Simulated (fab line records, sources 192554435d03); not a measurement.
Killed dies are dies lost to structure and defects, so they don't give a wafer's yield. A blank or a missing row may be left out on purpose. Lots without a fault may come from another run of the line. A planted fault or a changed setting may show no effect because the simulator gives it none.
Split-lot experiment | flow n5_finfet | 7 lots, 21 wafers read, on a route of 1938 steps

THE SPLIT
At N5_BEOL_M3_ILD_DEP_00 (deposits SiOC from DEMS/O2, target thk 79 nm, time 15.3 s), the setting time_s was moved away from the recipe's 15.3 s on 3 of the 21 wafers read, by -14.6% to +4.0%. The other wafers ran this setting at the recipe's value.

The file shows no step between the split and the reading.

THE READING
M3_ILD_THK, in nm, at N5_BEOL_M3_THK_MEAS_01. Fault-free wafers of this fab line usually give 78.9 nm, standard deviation 0.95 nm.

wafer  | tool, chamber at the split | time_s as run, s | against the recipe | M3_ILD_THK, nm | against lot-mates on the recipe
L075.3 | pecvd-04, 2                | 15.3             | recipe             | 77.5           | -
L075.4 | pecvd-04, 0                | 15.3             | recipe             | 78.2           | -
L075.6 | pecvd-04, 2                | 15.3             | recipe             | 78.4           | -
L076.3 | pecvd-03, 2                | 15.3             | recipe             | 79.5           | -
L076.5 | pecvd-03, 0                | 15.3             | recipe             | 80.0           | -
L076.6 | pecvd-03, 1                | 15.3             | recipe             | 79.3           | -
L077.1 | pecvd-02, 1                | 15.3             | recipe             | 79.3           | -
L077.2 | pecvd-02, 2                | 15.91            | +4.0%              | 80.8           | +1.6
L077.3 | pecvd-02, 0                | 15.3             | recipe             | 79.0           | -
L080.2 | pecvd-04, 1                | 15.3             | recipe             | 78.4           | -
L080.3 | pecvd-04, 2                | 15.3             | recipe             | 78.6           | -
L080.5 | pecvd-04, 2                | 13.65            | -10.8%             | 70.0           | -8.5
L081.3 | pecvd-02, 2                | 15.3             | recipe             | 78.8           | -
L081.5 | pecvd-02, 1                | 15.3             | recipe             | 79.4           | -
L081.6 | pecvd-02, 2                | 15.3             | recipe             | 78.6           | -
L083.1 | pecvd-04, 2                | 15.3             | recipe             | 77.6           | -
L083.3 | pecvd-04, 1                | 13.06            | -14.6%             | 66.7           | -11.8
L083.4 | pecvd-04, 0                | 15.3             | recipe             | 79.5           | -
L093.1 | pecvd-03, 0                | 15.3             | recipe             | 78.1           | -
L093.4 | pecvd-03, 1                | 15.3             | recipe             | 79.0           | -
L093.5 | pecvd-03, 0                | 15.3             | recipe             | 79.1           | -

THE FIT
A straight line over all 21 wafers: M3_ILD_THK changes by +0.803 nm for each +1% of time_s; r = +0.98; the points scatter about the line by 0.7 nm.
The same after taking each lot's own level away (the mean of its wafers on the recipe; 21 wafers): +0.778 nm for each +1%; r = +0.99; scatter 0.55 nm.
On that fit, the largest move of time_s shifts the reading by 11 nm.
The lots' own levels span 78.03 to 79.60 nm, that is 1.6 times the standard deviation above.
So the lot-to-lot level changes the slope little: the two slopes agree.
Check: with one of the wafers moved furthest among these (-14.6%) left out of the fit, the line predicts -10.9 nm for it against its lot-mates. It came out at -11.8 nm against them.

OTHER SPLITS ON THESE WAFERS
These wafers also went through other splits before the reading. Each is held against what the fit with the lots' levels taken away leaves over:
other split on the same wafers | wafers away from the commonest value | r with M3_ILD_THK (lot level and that fit taken away)
N5_BEOL_M1_DESCUM_33 time_s    | 7                                    | -0.29
N5_BEOL_M2_ETCH_64 source_w    | 9                                    | +0.23
N5_BEOL_M2_COAT_67 spin_rpm    | 5                                    | -0.06

THE WHOLE CHAIN: every reading that the file lists as answering this split, in the file's order
step                   | what it does                                              | reading                                                                            | change (the file's fit)               | r (the file's)
N5_BEOL_M3_ILD_DEP_00  | deposits SiOC from DEMS/O2, target thk 79 nm, time 15.3 s | SiOC_of_BEOL_M3_ILD_DEP_00.thk_nm (the simulator's own value, which no gauge read) | +0.778 nm for each +1% of the setting | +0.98
N5_BEOL_M3_THK_MEAS_01 |                                                           | M3_ILD_THK                                                                         | +0.786 for each +1% of the setting    | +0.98

THE FILE'S OWN FIT
M3_ILD_THK changes by +0.786 nm for each +1% of time_s, r = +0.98.
